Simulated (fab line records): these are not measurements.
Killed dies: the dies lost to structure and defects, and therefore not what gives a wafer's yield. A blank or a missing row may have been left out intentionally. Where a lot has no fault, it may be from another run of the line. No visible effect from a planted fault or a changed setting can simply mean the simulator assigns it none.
A lot that was struck, set against a sound lot    flow n5_finfet    36 steps out of a route of 1938
Sound: these wafers, L334.3, L334.4, L334.6. Struck: wafer L341.4 (L341.1, L341.3, from the same lot, were not struck and are left out); the cause is given at the end.
Each step with rows lists, per side, the tool, then ch with its chambers, then its first start. Under that, the readings that differ: sound wafers    struck wafers    difference of the means    sigmas: that difference in standard deviations of wafers without a fault.
alike: a reading whose means differ by less than 2 such deviations, as well as words and numbers matching on both sides. not compared: withheld readings; readings where some wafer has no value; bounds like >300 that might hide an equal value; numbers whose values overlap and for which the record gives no deviation.
The two part at a step that has a row with sigmas, a row that says differs or no value, or rows on one side only. Non-overlapping numbers with no deviation appear without sigmas and do not part them. Lack of a reading on every wafer of one side parts them only where that side has two or more wafers.

first, 9 steps without rows for these wafers: N5_BEOL_M12_PRE_CLEAN_42 (time 30 s); N5_BEOL_M12_SPUTTER_43 (material TaN, target thk 15 nm, time 24.19 s); N5_BEOL_M12_SPUTTER_44 (material Ta, target thk 10 nm, time 16.13 s); N5_BEOL_M12_SPUTTER_45 (material Cu, target thk 80 nm, time 13.33 s); N5_BEOL_M12_ECD_47 (material Cu, target thk 720 nm); N5_BEOL_M12_ANNEAL_48 (time 90 s); N5_BEOL_M12_CMP_49 (polishes, stops on SiOC, t overpolish 20.6 s, target thk 320 nm); N5_BEOL_M12_PRE_CLEAN_52 (time 15 s); N5_BEOL_M12_DEP_53 (deposits SiCN from 3MS/NH3, target thk 30 nm, time 10.5 s).
N5_BEOL_M13_ILD_DEP_00: deposits SiOC from DEMS/O2, target thk 837.92 nm, time 166.4 s.
  sound on pecvd-01 ch 1,2, day 12 09:04; struck on pecvd-01 ch 2, day 14 04:28
reading                                        sound          struck  difference  sigmas
model.SiOC_of_BEOL_M13_ILD_DEP_00.thk_nm (nm)  832 850 841.8  763.2   -78.1       
  alike: heater_power_w, showerhead_plenum_p_Torr, throttle_valve_pct
N5_BEOL_M13_THK_MEAS_01:
  sound on film_metro-02 at day 12 09:14; struck on film_metro-02 at day 14 04:40
reading           sound        struck  difference  sigmas
M13_ILD_THK (nm)  832 850 842  763     -78         -7
then, 10 steps without rows for these wafers: N5_BEOL_M13_COAT_58 (time 60 s, resist thk 89 nm); N5_BEOL_M13_COAT_04 (resist thk 400 nm); N5_BEOL_M13_EBR_06; N5_BEOL_M13_SOFTBAKE_05 (time 60 s); N5_BEOL_M13_EXPOSE_07 (exposes mask V12); N5_BEOL_M13_PEB_08 (peb time 90 s); N5_BEOL_M13_DEVELOP_09 (develop time 45 s); N5_BEOL_M13_HARDBAKE_14 (time 120 s); N5_BEOL_M13_DESCUM_15 (chemistry O2, time 7.9 s); N5_BEOL_M13_ETCH_59 (etches BARC in N2/H2, target depth 89 nm, overetch 26.7 nm, time 67.9 s).
N5_BEOL_M13_VIA_ETCH_16: etches SiOC in C4F8/O2/Ar, target depth 921.7 nm.
  sound on rie_diel-06 ch 0,3, day 12 09:50; struck on rie_diel-01 ch 3, day 14 05:16
reading                                     sound              struck  difference  sigmas
drypump_motor_current_A (A)                 5.3 5.8 5.3        6.3     +0.8        +2
model.etch.depth_nm (nm)                    831.9 849.9 841.8  763.3   -77.9       
model.coat_of_BEOL_M13_COAT_04.thk_nm (nm)  72.4 66.4 68.8     93      +24         
  alike: oes_product_au, rf_vpp_V, showerhead_plenum_p_Torr, throttle_valve_pct
N5_BEOL_M13_STRIP_63: strips in N2/H2.
  sound on plasma_asher-02 ch 0,1, day 12 10:05; struck on plasma_asher-01 ch 0, day 14 05:31
reading                       sound              struck  difference  sigmas
oes_product_au (a.u.)         0.669 0.671 0.676  0.687   +0.015      +3
strip_time_to_endpoint_s (s)  28.4 26.6 27.3     34.2    +6.8        +6
  alike: drypump_motor_current_A, heater_power_w
  not compared: rf_hours_counter_h
then, 12 steps without rows for these wafers: N5_BEOL_M13_STRIP_64 (strips in N2/H2); N5_BEOL_M13_STRIP_71 (strips in post etch residue remover, time 60 s); N5_BEOL_M13_SRD_72 (time 30 s, dry time 30 s); N5_BEOL_M13_COAT_65 (time 60 s, resist thk 350 nm); N5_BEOL_M13_COAT_66 (time 60 s, resist thk 110 nm); N5_BEOL_M13_COAT_22 (resist thk 300 nm); N5_BEOL_M13_EBR_24; N5_BEOL_M13_SOFTBAKE_23 (time 60 s); N5_BEOL_M13_EXPOSE_25 (exposes mask M13, target cd 210 nm); N5_BEOL_M13_PEB_26 (peb time 90 s); N5_BEOL_M13_DEVELOP_27 (develop time 45 s); N5_BEOL_M13_HARDBAKE_32 (time 120 s).
N5_BEOL_M13_CMP_49: polishes, stops on SiOC, t overpolish 17.1 s, target thk 420 nm.
  sound on cmp-04 ch 1,2, day 12 14:02; struck on cmp-04 ch 0, day 14 08:51
reading                                        sound              struck  difference  sigmas
model.SiOC_of_BEOL_M13_ILD_DEP_00.thk_nm (nm)  773.2 792.6 784.2  707     -76         
  alike: motor_current_A

WHERE THEY PART
At N5_BEOL_M13_THK_MEAS_01 first; at N5_BEOL_M13_STRIP_63 last (within this record only). Later steps at which nothing parts them and some readings are alike: N5_BEOL_M13_CMP_49.

WHY: what had been put in by the simulator
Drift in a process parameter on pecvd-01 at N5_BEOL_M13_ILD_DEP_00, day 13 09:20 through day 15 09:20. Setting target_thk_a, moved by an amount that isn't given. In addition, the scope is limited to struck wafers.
